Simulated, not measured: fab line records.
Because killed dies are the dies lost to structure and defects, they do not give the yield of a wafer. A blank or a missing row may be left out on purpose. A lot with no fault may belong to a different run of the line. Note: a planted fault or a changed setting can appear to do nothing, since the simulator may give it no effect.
Which tool is to blame? || flow n5Finfet || at 1 step of a route of 1938, 7 lots with 21 wafers sampled

## WHAT EACH GAUGE READ, for each wafer
N5_BEOL_M5_THK_MEAS_53: measures by xrf.
{"lot": "L494", "measured": "day 8 05:08", "on": "filmMetro-01", "M5_THK (nm)": "60.6 62.6 63.2"}
{"lot": "L497", "measured": "day 9 05:02", "on": "filmMetro-01", "M5_THK (nm)": "62.0 64.8 61.0"}
{"lot": "L499", "measured": "day 9 12:38", "on": "filmMetro-01", "M5_THK (nm)": "60.7 61.2 64.3"}
{"lot": "L503", "measured": "day 10 13:45", "on": "filmMetro-02", "M5_THK (nm)": "62.9 63.9 61.8"}
{"lot": "L505", "measured": "day 11 13:06", "on": "filmMetro-02", "M5_THK (nm)": "63.1 63.4 65.4"}
{"lot": "L515", "measured": "day 14 07:02", "on": "filmMetro-02", "M5_THK (nm)": "58.4 63.7 60.8"}
{"lot": "L517", "measured": "day 15 04:22", "on": "filmMetro-01", "M5_THK (nm)": "63.9 63.8 63.5"}

## TOOL THAT RAN EACH LOT (tool first, then ch and the chambers of the sampled wafers, then the start)
There is no process step in the record ahead of these readings.

## THE ANSWER, worked out from the rows above alone
Rule: the lots themselves supply what counts as usual. Put in order of their means at a reading, lots are off if they are a third of the lots or fewer, leave a main group of 4 or more, and stand apart from it by a gap of 3 or more times the standard deviation of the main group's means; of several such gaps the widest counts. If all means in a main group match to the digits the tables above print for the reading, that group is not used. Also off: a lot with no number at a reading for which 4 or more lots have one. Any other lot the step has rows for is counted as sound.
No lot is off on any of the readings shown, so nothing can be concluded from this.

## WHAT THE SIMULATOR HAD INSERTED
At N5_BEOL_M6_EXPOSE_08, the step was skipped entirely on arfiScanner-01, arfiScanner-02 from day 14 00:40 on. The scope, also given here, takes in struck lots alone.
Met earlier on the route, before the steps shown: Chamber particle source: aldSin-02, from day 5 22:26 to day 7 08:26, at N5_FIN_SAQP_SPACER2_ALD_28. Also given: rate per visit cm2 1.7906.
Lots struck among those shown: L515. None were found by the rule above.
